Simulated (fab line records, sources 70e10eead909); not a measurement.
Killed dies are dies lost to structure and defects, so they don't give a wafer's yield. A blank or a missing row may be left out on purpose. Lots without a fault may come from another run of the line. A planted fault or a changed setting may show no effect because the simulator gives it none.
Chamber matching | flow nand_harc | NHARC_A_CHANNEL_FILL_D2_ALD_14 on ald_hk-04: 4 sister chambers
The step deposits SiO2, target thk 2.5 nm, pulse time 10 s, ald cycles 25. 8 wafers are shown with their chamber, then 7 later ones without.

WAFERS WITH THEIR CHAMBER
wafer  | chamber | heater_power_w (W) | precursor_pulse_height_rel
L891.5 | 2       | 491                | 1.013
L902.1 | 0       | 501                | 1.009
L902.5 | 1       | 493                | 1.000
L904.1 | 3       | 451                | 1.012
L904.5 | 2       | 479                | 0.993
L904.6 | 3       | 457                | 1.023
L903.1 | 0       | 501                | 0.993
L903.3 | 1       | 499                | 0.980

WAFERS WITHOUT THEIR CHAMBER
wafer  | heater_power_w (W) | precursor_pulse_height_rel
L903.4 | 471                | 1.019
L911.2 | 478                | 0.981
L911.3 | 458                | 0.967
L911.5 | 477                | 1.018
L913.1 | 487                | 0.993
L913.3 | 522                | 0.993
L913.4 | 449                | 1.003

WHICH CHAMBER EACH WENT THROUGH
wafer  | from the rows above          | in truth
L903.4 | can't be placed: 2 or 3      | 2
L911.2 | can't be placed: 2 or 1      | 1
L911.3 | can't be placed: 3 or 2      | 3
L911.5 | 2                            | 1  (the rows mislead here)
L913.1 | can't be placed: 2 or 1 or 0 | 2
L913.3 | can't be placed: 0 or 1      | 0
L913.4 | 3                            | 3
Placed correctly: 1 of 7. Can't be placed from these rows: 5 (the true chamber is among the candidates in 5). Placed wrongly: 1.
How it was worked out, from the rows above alone: a wafer's distance from a chamber is the root of the sum, over the readings, of the square of ((its reading less the chamber's mean) divided by the reading's scatter). The wafer belongs to the nearest chamber; if the next one is less than 2 further off, it can't be placed. A chamber's mean is the mean of its shown wafers. The scatter: the root of (the sum of the squares of (reading less its chamber's mean) over the shown wafers, divided by (wafers less chambers)).
